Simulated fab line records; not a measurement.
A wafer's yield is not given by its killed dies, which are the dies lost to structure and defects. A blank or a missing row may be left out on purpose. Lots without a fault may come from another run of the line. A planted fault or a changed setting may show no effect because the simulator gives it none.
2 desks, one fault | flow nand harc | each desk has only its own numbers; what lay behind them comes last

THE METROLOGY DESK
What the gauges read, lot by lot, whatever tool the lot ran on: means of the sampled wafers that have a number. The brackets show how far a lot's mean lies from the usual mean; more than 4 standard deviations puts the lot out of limits, marked OUT.
Columns: A = cd nm at NHARC_A_CHANNEL_HOLE_D2_CD_MEAS_10, usual 100.1 nm
lot  | first seen here | A
L424 | day 14 04:52    | 100.0
L427 | day 15 00:07    | 98.2
L428 | day 15 12:52    | 98.1
L436 | day 18 01:28    | 100.2
L437 | day 18 21:08    | 99.5
L438 | day 18 21:20    | 99.7
L440 | day 20 05:17    | 99.9
L442 | day 21 10:52    | 100.1
L444 | day 21 21:31    | 100.8
L445 | day 22 05:10    | 99.7
L446 | day 22 06:53    | 100.2
Finding of this desk: none of the 11 lots has anything out of limits.

THE TOOL OWNER'S DESK: litho track-04
The tool's own readings at NHARC_A_CHANNEL_HOLE_D2_PEB_08 (peb time 65 s): means of the sampled wafers that have a number, for each lot that ran on this tool. The brackets show how far a lot's mean lies from the usual mean; more than 4 standard deviations puts the lot out of limits, marked OUT.
Columns: A = heater power total W at NHARC_A_CHANNEL_HOLE_D2_PEB_08, usual 156.6 W
lot  | first seen here | A
L424 | day 14 04:47    | 156.2
L427 | day 15 00:02    | 162.1 (+13) OUT
L428 | day 15 12:47    | 162.3 (+13) OUT
L438 | day 18 21:14    | 156.5
L440 | day 20 05:12    | 156.5
L446 | day 22 06:47    | 156.7
Finding of this desk: L427, L428 out of limits; the first was L427 at day 15 00:02, on heater power total W at NHARC_A_CHANNEL_HOLE_D2_PEB_08. L424, L438, L440, L446: within limits.

TAKEN TOGETHER
At day 15 00:02, on L427, L428, the tool owner's desk was in a position to raise an alarm.
The metrology desk saw nothing out of limits.
The metrology desk holds a record of L427, L428, inside its limits.
Of the lots named, all ran NHARC_A_CHANNEL_HOLE_D2_PEB_08 on litho track-04.

WHAT HAD BEEN PUT IN BY THE SIMULATOR
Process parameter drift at NHARC_A_CHANNEL_HOLE_D2_PEB_08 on litho track-04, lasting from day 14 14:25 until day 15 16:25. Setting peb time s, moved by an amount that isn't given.
Shown lots that were struck: L427, L428.
Delay in hours, fault start to first out-of-limits reading, by desk: the tool owner's desk at 10.
